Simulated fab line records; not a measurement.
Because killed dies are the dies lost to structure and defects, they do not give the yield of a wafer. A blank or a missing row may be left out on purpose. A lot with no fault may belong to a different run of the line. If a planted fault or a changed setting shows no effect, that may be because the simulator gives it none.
Which tool was responsible? / flow nand_harc / 12 lots with 36 wafers sampled at 4 steps, on a route of 1302 steps

WHAT THE GAUGES SHOWED, per wafer
NHARC_A_BONDPAD_THK_MEAS_30: measures by ellipsometry.
lot=L075; measured=day 23 09:11; on=film_metro-02; thk_nm (nm)=202.7 205.4 203.4
lot=L079; measured=day 25 16:31; on=film_metro-02; thk_nm (nm)=198.7 201.8 203.6
lot=L081; measured=day 26 00:22; on=film_metro-02; thk_nm (nm)=198.4 200.1 199.6
lot=L080; measured=day 26 02:02; on=film_metro-02; thk_nm (nm)=197.6 198.5 196.5
lot=L083; measured=day 27 02:19; on=film_metro-02; thk_nm (nm)=200.1 197.7 201.6
lot=L085; measured=day 28 10:12; on=film_metro-01; thk_nm (nm)=200.7 198.3 197.9
lot=L087; measured=day 29 03:49; on=film_metro-01; thk_nm (nm)=196.8 196.9 199.7
lot=L086; measured=day 29 08:55; on=film_metro-01; thk_nm (nm)=197.6 203.6 204.6
lot=L092; measured=day 30 03:56; on=film_metro-02; thk_nm (nm)=201.0 198.1 197.2
lot=L094; measured=day 30 21:13; on=film_metro-02; thk_nm (nm)=198.4 202.3 200.7
lot=L095; measured=day 32 09:19; on=film_metro-02; thk_nm (nm)=201.2 197.0 202.4
lot=L097; measured=day 32 19:26; on=film_metro-02; thk_nm (nm)=202.5 198.4 202.3

EACH LOT AND THE TOOL THAT RAN IT (in order: tool; ch and the chambers of the sampled wafers; start)
lot=L075; NHARC_A_BLC_STRIP_29=rie_diel-04 ch 1,3, day 22 21:55; NHARC_A_BLC_CMP_25=cmp-04 ch 0,1,2, day 22 23:41; NHARC_A_M0_PRE_CLEAN_31=pecvd-03 ch 0,1,2, day 23 03:38
lot=L079; NHARC_A_BLC_STRIP_29=rie_diel-10 ch 0,2,3, day 25 05:31; NHARC_A_BLC_CMP_25=cmp-04 ch 0,1, day 25 07:02; NHARC_A_M0_PRE_CLEAN_31=pecvd-04 ch 1,2, day 25 11:05
lot=L081; NHARC_A_BLC_STRIP_29=rie_diel-03 ch 0,1,3, day 25 13:03; NHARC_A_BLC_CMP_25=cmp-04 ch 1,2,3, day 25 14:37; NHARC_A_M0_PRE_CLEAN_31=pecvd-01 ch 0,1,2, day 25 18:40
lot=L080; NHARC_A_BLC_STRIP_29=rie_diel-03 ch 1,2, day 25 15:03; NHARC_A_BLC_CMP_25=cmp-01 ch 1,2,3, day 25 16:38; NHARC_A_M0_PRE_CLEAN_31=pecvd-03 ch 0,1,2, day 25 20:39
lot=L083; NHARC_A_BLC_STRIP_29=rie_diel-10 ch 1,2,3, day 26 15:24; NHARC_A_BLC_CMP_25=cmp-04 ch 0,1,3, day 26 16:53; NHARC_A_M0_PRE_CLEAN_31=pecvd-03 ch 0,2, day 26 20:52
lot=L085; NHARC_A_BLC_STRIP_29=rie_diel-04 ch 0,2,3, day 27 23:24; NHARC_A_BLC_CMP_25=cmp-01 ch 2,3, day 28 00:53; NHARC_A_M0_PRE_CLEAN_31=pecvd-01 ch 0,2, day 28 04:53
lot=L087; NHARC_A_BLC_STRIP_29=rie_diel-04 ch 0,1,3, day 28 16:59; NHARC_A_BLC_CMP_25=cmp-01 ch 1,2, day 28 18:29; NHARC_A_M0_PRE_CLEAN_31=pecvd-04 ch 0,1,2, day 28 22:32
lot=L086; NHARC_A_BLC_STRIP_29=rie_diel-04 ch 0,2, day 28 21:51; NHARC_A_BLC_CMP_25=cmp-04 ch 1,3, day 28 23:22; NHARC_A_M0_PRE_CLEAN_31=pecvd-01 ch 0,1, day 29 03:28
lot=L092; NHARC_A_BLC_STRIP_29=rie_diel-10 ch 0,2,3, day 29 16:49; NHARC_A_BLC_CMP_25=cmp-03 ch 2,3, day 29 18:19; NHARC_A_M0_PRE_CLEAN_31=pecvd-03 ch 0,2, day 29 22:20
lot=L094; NHARC_A_BLC_STRIP_29=rie_diel-04 ch 1,2,3, day 30 09:58; NHARC_A_BLC_CMP_25=cmp-03 ch 1,2, day 30 11:29; NHARC_A_M0_PRE_CLEAN_31=pecvd-04 ch 0,2, day 30 15:32
lot=L095; NHARC_A_BLC_STRIP_29=rie_diel-04 ch 1,2, day 31 20:19; NHARC_A_BLC_CMP_25=cmp-03 ch 0,1,2, day 31 21:53; NHARC_A_M0_PRE_CLEAN_31=pecvd-01 ch 0,1,2, day 32 01:55
lot=L097; NHARC_A_BLC_STRIP_29=rie_diel-04 ch 0,1,3, day 32 05:51; NHARC_A_BLC_CMP_25=cmp-04 ch 0,1,2, day 32 07:20; NHARC_A_M0_PRE_CLEAN_31=pecvd-01 ch 0,2, day 32 13:43
- NHARC_A_BLC_STRIP_29: strips in CF4.
- NHARC_A_BLC_CMP_25: polishes, t overpolish 30 s, target thk 150 nm.
- NHARC_A_M0_PRE_CLEAN_31: time 12 s.

THE ANSWER, worked out from the rows above alone
Rule: what is usual is taken from the lots themselves. Put in order of their means at a reading, lots are off if they are a third of the lots or fewer, leave a main group of 4 or more, and stand apart from it by a gap of 3 or more times the standard deviation of the main group's means; of several such gaps the widest counts. The tables above print the reading to a certain number of digits; a main group whose means all agree to those digits is not used. A lot without any number at a reading at which 4 lots or more have one is off too. All remaining lots with rows at the step are treated as sound.
No lot is off on any of the readings shown, so nothing can be concluded from this.

WHAT THE SIMULATOR PUT IN
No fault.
